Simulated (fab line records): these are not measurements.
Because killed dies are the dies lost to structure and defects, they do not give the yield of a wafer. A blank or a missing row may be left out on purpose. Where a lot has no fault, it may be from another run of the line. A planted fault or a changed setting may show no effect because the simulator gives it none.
Chamber matching || flow n5_finfet || rie_diel-05 running N5_BEOL_M7_VIA_ETCH_34: 4 sister chambers
The step etches SiCOH lowk in C4F6/O2, target depth 125.5 nm, time 50.5 s. 16 wafers are shown with their chamber, then 8 later ones without.

WAFERS, EACH WITH ITS CHAMBER
{"wafer": "L076.2", "chamber": 2, "throttle_valve_pct (%)": 21.01, "oes_product_au (a.u.)": 0.70, "showerhead_plenum_p_Torr (Torr)": 2.72}
{"wafer": "L076.4", "chamber": 0, "throttle_valve_pct (%)": 20.74, "oes_product_au (a.u.)": 0.87, "showerhead_plenum_p_Torr (Torr)": 2.79}
{"wafer": "L076.6", "chamber": 2, "throttle_valve_pct (%)": 21.00, "oes_product_au (a.u.)": 0.71, "showerhead_plenum_p_Torr (Torr)": 2.72}
{"wafer": "L080.1", "chamber": 0, "throttle_valve_pct (%)": 20.75, "oes_product_au (a.u.)": 0.85, "showerhead_plenum_p_Torr (Torr)": 2.78}
{"wafer": "L080.3", "chamber": 1, "throttle_valve_pct (%)": 20.77, "oes_product_au (a.u.)": 0.96, "showerhead_plenum_p_Torr (Torr)": 2.79}
{"wafer": "L080.6", "chamber": 0, "throttle_valve_pct (%)": 20.72, "oes_product_au (a.u.)": 0.85, "showerhead_plenum_p_Torr (Torr)": 2.78}
{"wafer": "L083.1", "chamber": 2, "throttle_valve_pct (%)": 21.00, "oes_product_au (a.u.)": 0.70, "showerhead_plenum_p_Torr (Torr)": 2.71}
{"wafer": "L083.2", "chamber": 1, "throttle_valve_pct (%)": 20.78, "oes_product_au (a.u.)": 0.94, "showerhead_plenum_p_Torr (Torr)": 2.79}
{"wafer": "L083.4", "chamber": 0, "throttle_valve_pct (%)": 20.75, "oes_product_au (a.u.)": 0.85, "showerhead_plenum_p_Torr (Torr)": 2.78}
{"wafer": "L084.3", "chamber": 2, "throttle_valve_pct (%)": 21.02, "oes_product_au (a.u.)": 0.69, "showerhead_plenum_p_Torr (Torr)": 2.71}
{"wafer": "L084.5", "chamber": 0, "throttle_valve_pct (%)": 20.75, "oes_product_au (a.u.)": 0.84, "showerhead_plenum_p_Torr (Torr)": 2.78}
{"wafer": "L084.6", "chamber": 3, "throttle_valve_pct (%)": 21.01, "oes_product_au (a.u.)": 0.75, "showerhead_plenum_p_Torr (Torr)": 2.74}
{"wafer": "L086.1", "chamber": 1, "throttle_valve_pct (%)": 20.78, "oes_product_au (a.u.)": 0.92, "showerhead_plenum_p_Torr (Torr)": 2.78}
{"wafer": "L086.2", "chamber": 3, "throttle_valve_pct (%)": 21.02, "oes_product_au (a.u.)": 0.75, "showerhead_plenum_p_Torr (Torr)": 2.74}
{"wafer": "L086.4", "chamber": 0, "throttle_valve_pct (%)": 20.76, "oes_product_au (a.u.)": 0.84, "showerhead_plenum_p_Torr (Torr)": 2.78}
{"wafer": "L091.4", "chamber": 1, "throttle_valve_pct (%)": 20.80, "oes_product_au (a.u.)": 0.91, "showerhead_plenum_p_Torr (Torr)": 2.78}

SIGNATURES, as means of the wafers listed above
{"reading": "throttle_valve_pct", "chamber 0": 20.7450, "chamber 1": 20.7825, "chamber 2": 21.0075, "chamber 3": 21.0150, "scatter within a chamber": 0.0121}
{"reading": "oes_product_au", "chamber 0": 0.8500, "chamber 1": 0.9325, "chamber 2": 0.7000, "chamber 3": 0.7500, "scatter within a chamber": 0.0138}
{"reading": "showerhead_plenum_p_Torr", "chamber 0": 2.7817, "chamber 1": 2.7850, "chamber 2": 2.7150, "chamber 3": 2.7400, "scatter within a chamber": 0.00486}
Rule: a wafer lies at a distance from a chamber equal to the root of the sum of squares, over the readings, of (its reading less the chamber's mean, divided by the reading's scatter). The wafer belongs to the nearest chamber; if the next one is less than 2 further off, it can't be placed. The scatter is the square root of a quotient: the sum, over the shown wafers, of each reading's squared deviation from its chamber's mean, divided by wafers minus chambers.

WAFERS WITHOUT THEIR CHAMBER
{"wafer": "L091.5", "throttle_valve_pct (%)": 20.78, "oes_product_au (a.u.)": 0.92, "showerhead_plenum_p_Torr (Torr)": 2.78}
{"wafer": "L091.6", "throttle_valve_pct (%)": 21.03, "oes_product_au (a.u.)": 0.69, "showerhead_plenum_p_Torr (Torr)": 2.71}
{"wafer": "L092.1", "throttle_valve_pct (%)": 20.78, "oes_product_au (a.u.)": 0.82, "showerhead_plenum_p_Torr (Torr)": 2.77}
{"wafer": "L092.4", "throttle_valve_pct (%)": 21.03, "oes_product_au (a.u.)": 0.73, "showerhead_plenum_p_Torr (Torr)": 2.73}
{"wafer": "L092.6", "throttle_valve_pct (%)": 20.80, "oes_product_au (a.u.)": 0.90, "showerhead_plenum_p_Torr (Torr)": 2.78}
{"wafer": "L097.1", "throttle_valve_pct (%)": 20.83, "oes_product_au (a.u.)": 0.89, "showerhead_plenum_p_Torr (Torr)": 2.77}
{"wafer": "L097.4", "throttle_valve_pct (%)": 20.81, "oes_product_au (a.u.)": 0.81, "showerhead_plenum_p_Torr (Torr)": 2.77}
{"wafer": "L097.5", "throttle_valve_pct (%)": 20.80, "oes_product_au (a.u.)": 0.89, "showerhead_plenum_p_Torr (Torr)": 2.77}

WHICH CHAMBER EACH WENT THROUGH
{"wafer": "L091.5", "from the rows above": 1, "in truth": 1}
{"wafer": "L091.6", "from the rows above": 2, "in truth": 2}
{"wafer": "L092.1", "from the rows above": 0, "in truth": 0}
{"wafer": "L092.4", "from the rows above": "can't be placed: 3 or 2", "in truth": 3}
{"wafer": "L092.6", "from the rows above": 1, "in truth": 1}
{"wafer": "L097.1", "from the rows above": 1, "in truth": 1}
{"wafer": "L097.4", "from the rows above": 0, "in truth": 0}
{"wafer": "L097.5", "from the rows above": "can't be placed: 1 or 0", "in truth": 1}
6 of 8 placed correctly. Unplaceable from these rows: 2, with the true chamber sitting among the candidates in 2. Placed wrongly: 0.
